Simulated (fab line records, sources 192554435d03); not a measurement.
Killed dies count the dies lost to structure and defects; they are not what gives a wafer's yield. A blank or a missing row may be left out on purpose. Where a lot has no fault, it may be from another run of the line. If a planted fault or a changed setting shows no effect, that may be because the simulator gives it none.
fab line records -- flow n5Finfet -- part 2 of 2: steps 5 to 6 of 6
record lots=21, wafers=63, lastDay=18
route steps=1938 shown BEOL_M12@1635 BEOL_M13@1672
lots untouched by any fault: they come from a run of this same line in which no faults occurred
startH: start of the lot's first displayed wafer, in hours after the record's first day -- waitH: hours elapsed since this lot's preceding step -- " the same as in the row above -- L1.1+2: a row that stands for several wafers -- - either no value or no given start -- * or withheld: withheld -- < > ~ a bound
route shown NAME@n: a module of which the file shows steps, and the number in the route of the first -- usual: mean and standard deviation over wafers with no fault -- same: alike in all rows -- chamber/n: place in a boat -- sites: per-site readings -- _std_site: standard deviation of those values -- _edge_site: the outer-site mean with the inner-site mean subtracted -- radiusMm: for every site, how far away it sits from the centre of the wafer -- mask NAME#n: copy n -- behind: the tool/chamber that last shaped the wafer -- hold: why the lot went on hold/how many hours it stayed there/how the hold came to an end -- device: which transistor (n, p or np) failed to switch -- end of line: tests run on the same wafers once the route is complete -- a step given without rows: its recipe and nothing more -- killed: dies that structure and defects cost at the first sort, which is not the same as the wafer's yield -- map: the dies of a wafer, with x for killed, . for not killed, _ for no die there
set.NAME: setting as actually run; set.NAME@STEP: the setting as run at that earlier step -- model.NAME: the simulator's own value behind a step, which no gauge read
one table for each step of the route and one row for each wafer, over a sample of lots
services: the hour from which a tool's chamber was out of use, counted from the record's first day as startH (under 0 if before that day), plus the number of hours and why
## steps
# step N5_BEOL_M13_ETCH_67
# recipe chemistry=CF4, target=SiARC, targetDepthA=1430, timeS=238.3, ionEnergyEv=80, pressureMtorr=40, sourceW=545, biasW=36, Ar_flow_sccm=100, cf4FlowSccm=100, ends=cleared
# usual chamberPressureMTorr=40.00/0.039, drypumpMotorCurrentA=5.7/0.38, etchRfOnTimeS=238/5.2, oesProductAu=0.68/0.076, rfFwdPowerW=543.2/1.8, rfVppV=184.2/1.1, showerheadPlenumPTorr=2.14/0.068, throttleValvePct=15.56/0.24
lot.wafer,tool,chamber,startH,waitH,chamberPressureMTorr,drypumpMotorCurrentA,etchRfOnTimeS,oesProductAu,rfFwdPowerW,rfHoursCounterH,rfVppV,showerheadPlenumPTorr,throttleValvePct
L075.1,rieDiel-02,2,245.34,0.0,39.97,5.8,240,0.60,541.0,213,185.8,2.20,15.77
L075.2,rieDiel-02,3,245.34,0.0,39.98,6.4,249,0.55,544.4,247,183.8,2.10,15.76
L075.6,rieDiel-02,3,245.34,0.0,39.99,6.4,250,0.55,541.2,-,182.0,2.10,15.76
L076.3,rieDiel-06,2,258.02,0.0,40.03,5.2,238,0.60,543.5,219,185.9,2.21,15.96
L076.4,rieDiel-06,0,258.02,0.0,40.01,5.9,236,0.78,541.7,-,183.3,2.10,15.34
L076.5,rieDiel-06,3,258.02,0.0,40.00,5.5,230,0.72,539.5,-,182.9,2.16,15.37
L077.2,rieDiel-01,1,260.36,0.0,40.08,6.4,248,0.71,546.5,58,183.1,2.10,15.46
L077.3,rieDiel-01,3,260.36,0.0,40.03,5.9,238,0.69,543.0,125,185.6,2.24,15.57
L077.6,rieDiel-01,1,260.36,0.0,39.97,6.4,244,0.71,546.1,-,184.0,2.10,15.46
L078.1,rieDiel-01,1,265.70,0.0,40.02,6.4,246,0.71,544.3,60,183.9,2.10,15.47
L078.3,rieDiel-01,3,265.70,0.0,40.06,5.9,240,0.68,542.0,127,184.4,2.24,15.58
L078.6,rieDiel-01,3,265.70,0.0,40.00,5.9,239,0.69,543.6,-,185.9,2.24,15.57
L079.3,rieDiel-06,0,267.01,0.0,39.99,5.9,233,0.78,542.9,23,182.0,2.10,15.34
L079.4,rieDiel-06,3,267.01,0.0,40.00,5.5,227,0.73,541.6,66,184.2,2.16,15.36
L079.6,rieDiel-06,3,267.01,0.0,40.04,5.5,227,0.73,543.3,-,185.8,2.16,15.37
L081.1,rieDiel-02,1,281.95,0.0,39.99,5.2,239,0.62,546.2,197,184.7,2.04,15.37
L081.3,rieDiel-02,0,281.95,0.0,40.03,5.9,232,0.81,542.0,11,185.2,2.27,15.71
L081.5,rieDiel-02,0,281.95,0.0,40.05,5.9,229,0.82,545.3,-,184.5,2.27,15.72
L080.1,rieDiel-02,2,284.58,0.0,39.99,5.8,245,0.59,539.8,228,183.9,2.19,15.82
L080.4,rieDiel-02,1,284.58,0.0,40.05,5.2,243,0.62,543.9,-,181.6,2.04,15.38
L080.5,rieDiel-02,2,284.58,0.0,40.00,5.8,244,0.59,541.7,-,184.6,2.19,15.82
L083.2,rieDiel-06,2,288.80,0.0,40.01,5.1,238,0.59,542.1,228,185.5,2.21,15.97
L083.3,rieDiel-06,1,288.80,0.0,40.06,5.5,235,0.81,543.4,15,182.8,2.10,15.16
L083.5,rieDiel-06,3,288.80,0.0,39.97,5.5,232,0.71,543.5,-,184.9,2.16,15.38
L082.1,rieDiel-02,3,293.92,0.0,39.99,6.4,251,0.81,542.6,2,183.6,2.10,15.28
L082.2,rieDiel-02,0,293.92,0.0,39.98,5.9,234,0.79,545.5,15,185.4,2.27,15.74
L082.3,rieDiel-02,2,293.92,0.0,39.95,5.8,244,0.59,542.4,231,184.6,2.19,15.80
L084.1,rieDiel-02,1,304.98,0.0,40.04,5.2,239,0.62,543.0,205,182.0,2.04,15.39
L084.3,rieDiel-02,3,304.98,0.0,39.97,6.4,251,0.80,540.7,7,185.3,2.10,15.30
L084.6,rieDiel-02,2,304.98,0.0,39.99,5.8,242,0.58,540.6,-,183.3,2.19,15.81
L085.3,rieDiel-01,2,308.69,0.0,40.01,5.6,237,0.60,539.2,221,183.0,2.12,15.52
L085.4,rieDiel-01,2,308.69,0.0,40.03,5.6,238,0.60,539.7,-,183.7,2.12,15.52
L085.6,rieDiel-01,0,308.69,0.0,39.99,5.4,237,0.65,543.1,-,183.6,2.15,15.93
L087.2,rieDiel-06,0,313.01,0.0,39.94,5.9,233,0.76,540.8,37,183.4,2.09,15.38
L087.5,rieDiel-06,2,313.01,0.0,39.95,5.2,237,0.59,543.2,-,184.2,2.21,15.99
L087.6,rieDiel-06,3,313.01,0.0,40.06,5.5,233,0.71,540.9,-,185.4,2.16,15.40
L086.1,rieDiel-01,3,321.11,0.0,40.01,5.9,243,0.67,542.3,144,185.8,2.23,15.60
L086.4,rieDiel-01,0,321.11,0.0,39.96,5.4,237,0.65,545.7,-,185.3,2.15,15.93
L086.5,rieDiel-01,1,321.11,0.0,40.00,6.4,248,0.70,544.0,-,183.2,2.09,15.50
L088.3,rieDiel-02,1,327.79,0.0,40.02,5.2,236,0.62,542.9,211,183.6,2.03,15.39
L088.4,rieDiel-02,0,327.79,0.0,40.01,5.9,231,0.78,545.2,25,185.2,2.27,15.75
L088.6,rieDiel-02,2,327.79,0.0,39.96,5.7,237,0.59,544.6,-,184.1,2.19,15.83
L090.2,rieDiel-02,0,350.37,0.0,39.95,5.9,231,0.76,545.6,37,185.8,2.26,15.78
L090.4,rieDiel-02,1,350.37,0.0,39.98,5.2,239,0.60,542.8,-,183.1,2.03,15.43
L090.6,rieDiel-02,0,350.37,0.0,40.08,5.9,233,0.76,544.0,-,185.7,2.26,15.76
L093.1,rieDiel-02,0,350.92,0.0,39.96,5.9,233,0.75,544.0,38,185.7,2.26,15.78
L093.2,rieDiel-02,1,350.92,0.0,40.01,5.2,241,0.60,544.1,224,185.4,2.03,15.42
L093.5,rieDiel-02,1,350.92,0.0,39.97,5.2,240,0.60,545.9,-,182.7,2.03,15.43
L091.1,rieDiel-06,3,352.53,0.0,39.98,5.5,231,0.69,541.2,95,183.7,2.15,15.43
L091.3,rieDiel-06,2,352.53,0.0,40.03,5.2,234,0.58,544.6,251,184.3,2.20,16.01
L091.6,rieDiel-06,0,352.53,0.0,40.03,5.9,234,0.73,543.8,-,183.8,2.09,15.40
L096.1,rieDiel-02,3,378.88,0.0,40.01,6.4,247,0.78,544.1,16,184.7,2.10,15.31
L096.2,rieDiel-02,1,378.88,0.0,39.97,5.2,238,0.60,542.9,236,181.9,2.03,15.45
L096.3,rieDiel-02,1,378.88,0.0,39.97,5.2,238,0.60,543.6,-,182.2,2.03,15.45
L094.1,rieDiel-01,1,391.74,0.0,39.97,6.4,246,0.68,540.6,87,182.9,2.09,15.53
L094.2,rieDiel-01,0,391.74,0.0,39.99,5.4,239,0.63,545.5,139,184.0,2.15,15.96
L094.6,rieDiel-01,3,391.74,0.0,39.98,5.9,244,0.66,544.1,-,185.3,2.23,15.63
L095.1,rieDiel-06,0,392.25,0.0,40.01,5.9,242,0.71,544.8,63,183.4,2.08,15.41
L095.3,rieDiel-06,1,392.25,0.0,40.05,5.5,240,0.74,543.6,44,184.0,2.09,15.22
L095.5,rieDiel-06,3,392.25,0.0,40.01,5.5,236,0.67,540.8,-,183.7,2.15,15.45
L097.2,rieDiel-06,1,404.72,0.0,39.92,5.5,236,0.75,542.4,48,183.1,2.09,15.23
L097.4,rieDiel-06,0,404.72,0.0,40.03,5.9,235,0.71,541.0,67,182.7,2.08,15.43
L097.6,rieDiel-06,0,404.72,0.0,39.92,5.9,234,0.72,542.1,-,183.1,2.08,15.41
# step N5_BEOL_M13_SPUTTER_44
# recipe material=Ta, targetThkA=100, tempC=50, biasV=80, powerW=15000, chamberPressurePa=0.07, timeS=16.13
# usual throttleValvePct=30.0/1.1
lot.wafer,tool,chamber,startH,waitH,throttleValvePct
L075.1,pvdSputter-03,-,248.93,0.0,32.0
L075.2,pvdSputter-03,-,248.93,0.0,29.5
L075.6,pvdSputter-03,-,248.93,0.0,30.3
L076.3,pvdSputter-02,-,261.92,0.0,31.4
L076.4,pvdSputter-02,-,261.92,0.0,30.2
L076.5,pvdSputter-02,-,261.92,0.0,29.7
L077.2,pvdSputter-03,-,263.28,0.0,29.6
L077.3,pvdSputter-03,-,263.28,0.0,32.3
L077.6,pvdSputter-03,-,263.28,0.0,32.6
L078.1,pvdSputter-03,-,270.30,0.0,30.0
L078.3,pvdSputter-03,-,270.30,0.0,30.3
L078.6,pvdSputter-03,-,270.30,0.0,30.1
L079.3,pvdSputter-02,-,270.50,0.0,31.4
L079.4,pvdSputter-02,-,270.50,0.0,30.6
L079.6,pvdSputter-02,-,270.50,0.0,31.0
L081.1,pvdSputter-01,-,285.05,0.0,28.4
L081.3,pvdSputter-01,-,285.05,0.0,30.5
L081.5,pvdSputter-01,-,285.05,0.0,28.5
L080.1,pvdSputter-01,-,290.45,0.0,30.1
L080.4,pvdSputter-01,-,290.45,0.0,28.2
L080.5,pvdSputter-01,-,290.45,0.0,29.5
L083.2,pvdSputter-01,-,292.03,0.0,28.5
L083.3,pvdSputter-01,-,292.03,0.0,30.4
L083.5,pvdSputter-01,-,292.03,0.0,28.3
L082.1,pvdSputter-01,-,297.00,0.0,29.4
L082.2,pvdSputter-01,-,297.00,0.0,28.7
L082.3,pvdSputter-01,-,297.00,0.0,30.0
L084.1,pvdSputter-03,-,309.34,0.0,30.4
L084.3,pvdSputter-03,-,309.34,0.0,32.3
L084.6,pvdSputter-03,-,309.34,0.0,30.5
L085.3,pvdSputter-03,-,311.82,0.0,29.9
L085.4,pvdSputter-03,-,311.82,0.0,30.8
L085.6,pvdSputter-03,-,311.82,0.0,30.2
L087.2,pvdSputter-02,-,315.00,0.0,30.2
L087.5,pvdSputter-02,-,315.00,0.0,29.5
L087.6,pvdSputter-02,-,315.00,0.0,30.7
L086.1,pvdSputter-01,-,324.55,0.0,28.9
L086.4,pvdSputter-01,-,324.55,0.0,28.4
L086.5,pvdSputter-01,-,324.55,0.0,30.2
L088.3,pvdSputter-02,-,329.41,0.0,31.5
L088.4,pvdSputter-02,-,329.41,0.0,30.8
L088.6,pvdSputter-02,-,329.41,0.0,29.6
L090.2,pvdSputter-02,-,351.92,0.0,30.6
L090.4,pvdSputter-02,-,351.92,0.0,31.3
L090.6,pvdSputter-02,-,351.92,0.0,30.2
L093.1,pvdSputter-03,-,357.53,0.0,30.2
L093.2,pvdSputter-03,-,357.53,0.0,32.2
L093.5,pvdSputter-03,-,357.53,0.0,30.1
L091.1,pvdSputter-01,-,357.53,0.0,30.3
L091.3,pvdSputter-01,-,357.53,0.0,28.5
L091.6,pvdSputter-01,-,357.53,0.0,30.2
L096.1,pvdSputter-01,-,381.74,0.0,28.5
L096.2,pvdSputter-01,-,381.74,0.0,28.3
L096.3,pvdSputter-01,-,381.74,0.0,29.7
L094.1,pvdSputter-02,-,392.77,0.0,30.5
L094.2,pvdSputter-02,-,392.77,0.0,29.9
L094.6,pvdSputter-02,-,392.77,0.0,29.6
L095.1,pvdSputter-02,-,395.71,0.0,30.9
L095.3,pvdSputter-02,-,395.71,0.0,31.2
L095.5,pvdSputter-02,-,395.71,0.0,30.1
L097.2,pvdSputter-01,-,406.75,0.0,29.3
L097.4,pvdSputter-01,-,406.75,0.0,28.5
L097.6,pvdSputter-01,-,406.75,0.0,29.4
## services
tool,chamber,startH,hours,kind
rieDiel-03,3,248.74,6.3,repair
rieDiel-06,1,250.77,15.2,repair
rieDiel-05,3,256.33,3.1,repair
rieDiel-03,2,262.22,1.6,repair
rieDiel-03,2,283.29,16.3,repair
rieDiel-01,1,306.06,3.2,repair
rieDiel-05,2,309.40,3.4,repair
pvdSputter-03,-,313.96,11.4,repair
rieDiel-01,2,317.52,13.2,repair
rieDiel-05,3,320.86,5.4,repair
rieDiel-06,1,324.83,6.5,repair
rieDiel-06,0,329.54,6.8,repair
rieDiel-01,-,331.02,28.1,pm
pvdSputter-01,-,331.34,3.0,repair
pvdSputter-01,-,337.39,1.7,repair
rieDiel-02,3,337.71,39.6,repair
rieDiel-03,1,344.53,6.7,repair
rieDiel-06,1,347.24,8.0,repair
rieDiel-01,1,364.05,3.9,repair
rieDiel-02,2,370.56,11.4,repair
rieDiel-02,0,374.23,10.2,repair
rieDiel-05,1,376.36,4.9,repair
rieDiel-01,3,376.43,7.4,repair
rieDiel-06,2,390.90,3.9,repair
